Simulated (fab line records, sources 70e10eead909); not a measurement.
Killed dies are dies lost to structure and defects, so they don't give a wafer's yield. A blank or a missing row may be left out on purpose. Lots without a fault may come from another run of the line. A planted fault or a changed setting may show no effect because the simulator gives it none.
A struck lot beside a sound one | flow nand_harc | 20 steps out of a route of 1302
Sound: wafers L404.1, L404.3, L404.4. Struck: wafers L411.2, L411.4, L411.6. The cause comes at the end.
At each step with rows: each side's tool, then ch and its chambers, then its first start. Under that, the readings that differ: sound wafers | struck wafers | difference of the means | sigmas: that difference in standard deviations of wafers without a fault.
alike: readings whose means differ by less than 2 such deviations, and words and numbers that are the same on both sides. not compared: withheld readings, readings that some wafer has no value for, bounds like >300 that may hide the same value, and numbers for which the record gives no deviation and whose values overlap.
The two part at a step that has a row with sigmas, a row that says differs or no value, or rows on one side only. Numbers that don't overlap but have no deviation are shown without sigmas and don't part them. A reading that every wafer of one side lacks parts them only if that side has two wafers or more.

NHARC_P_GATE_CD_MEAS_59: target cd 720 nm.
  sound on cd_sem-02 ch 0, day 6 08:14; struck on cd_sem-01 ch 0, day 9 03:31
  alike: cd_nm
then, 1 step without rows for these wafers: NHARC_P_GATE_HARDBAKE_60 (time 80 s).
NHARC_P_GATE_DESCUM_61: chemistry O2, time 3 s.
  sound on rie_diel-10 ch 0,1,2, day 6 08:25; struck on rie_diel-09 ch 0,2,3, day 9 03:43
  alike: drypump_motor_current_A, oes_product_au, rf_vpp_V, showerhead_plenum_p_Torr, throttle_valve_pct
  not compared: rf_hours_counter_h
then, 1 step without rows for these wafers: NHARC_P_GATE_IMPLANT_62.
NHARC_P_GATE_STRIP_112: strips in N2/H2, time 200 s.
  sound on plasma_asher-01 ch 0,1, day 6 08:49; struck on plasma_asher-02 ch 0, day 9 04:07
  alike: drypump_motor_current_A, heater_power_w
  not compared: rf_hours_counter_h
NHARC_P_GATE_STRIP_76: strips in O2.
  sound on plasma_asher-01 ch 0,1, day 6 09:03; struck on plasma_asher-02 ch 0, day 9 04:20
  alike: drypump_motor_current_A, heater_power_w
  not compared: rf_hours_counter_h
then, 6 steps without rows for these wafers: NHARC_P_GATE_STRIP_63 (strips in SPM, time 900 s); NHARC_P_GATE_DEHYDRATE_83 (time 120 s); NHARC_P_GATE_HMDS_84 (time 30 s); NHARC_P_GATE_COAT_85; NHARC_P_GATE_SOFTBAKE_86 (time 95 s); NHARC_P_GATE_EBR_87.
NHARC_P_GATE_EXPOSE_88: exposes mask P HVN, target cd 2000 nm.
  sound on krf_scanner-03 ch 0, day 6 09:48; struck on krf_scanner-01 ch 0, day 9 05:05
  reading | sound                   | struck                           | difference | sigmas
  mask    | P_HVN#0 P_HVN#0 P_HVN#0 | P_HVN_R1#0 P_HVN_R1#0 P_HVN_R1#0 | differs    |
then, 2 steps without rows for these wafers: NHARC_P_GATE_PEB_89 (peb time 85 s); NHARC_P_GATE_DEVELOP_90 (time 70 s).
NHARC_P_GATE_CD_MEAS_91: target cd 2000 nm.
  sound on cd_sem-02 ch 0, day 6 09:58; struck on cd_sem-03 ch 0, day 9 05:15
  reading    | sound                | struck               | difference | sigmas
  cd_nm (nm) | 1999.9 2000.1 1995.1 | 1953.8 1955.6 1954.7 | -43.7      | -23
then, 1 step without rows for these wafers: NHARC_P_GATE_HARDBAKE_92 (time 80 s).
NHARC_P_GATE_DESCUM_93: chemistry O2, time 3 s.
  sound on rie_diel-09 ch 0,1,2, day 6 10:07; struck on rie_diel-04 ch 1,2, day 9 05:24
  reading                 | sound          | struck         | difference | sigmas
  model.P_GATE.cd_nm (nm) | 2000 2001 1995 | 1954 1956 1955 | -44        |
  alike: drypump_motor_current_A, oes_product_au, rf_vpp_V, showerhead_plenum_p_Torr, throttle_valve_pct
  not compared: rf_hours_counter_h
then, 1 step without rows for these wafers: NHARC_P_GATE_IMPLANT_94.
-- the record jumps here: 19 days lie between the struck wafers' starts before and after (it left off in module P_GATE and takes up again in module END, whose first step shown is number 1302 of the route) --
NHARC_END_SORT_01:
  the record has rows for the struck wafers here (prober-02 ch 0, day 27 20:30) and none for the sound ones

WHERE THEY PART
First at NHARC_P_GATE_EXPOSE_88; last, within this record, at NHARC_END_SORT_01.

WHY: what the simulator had put in
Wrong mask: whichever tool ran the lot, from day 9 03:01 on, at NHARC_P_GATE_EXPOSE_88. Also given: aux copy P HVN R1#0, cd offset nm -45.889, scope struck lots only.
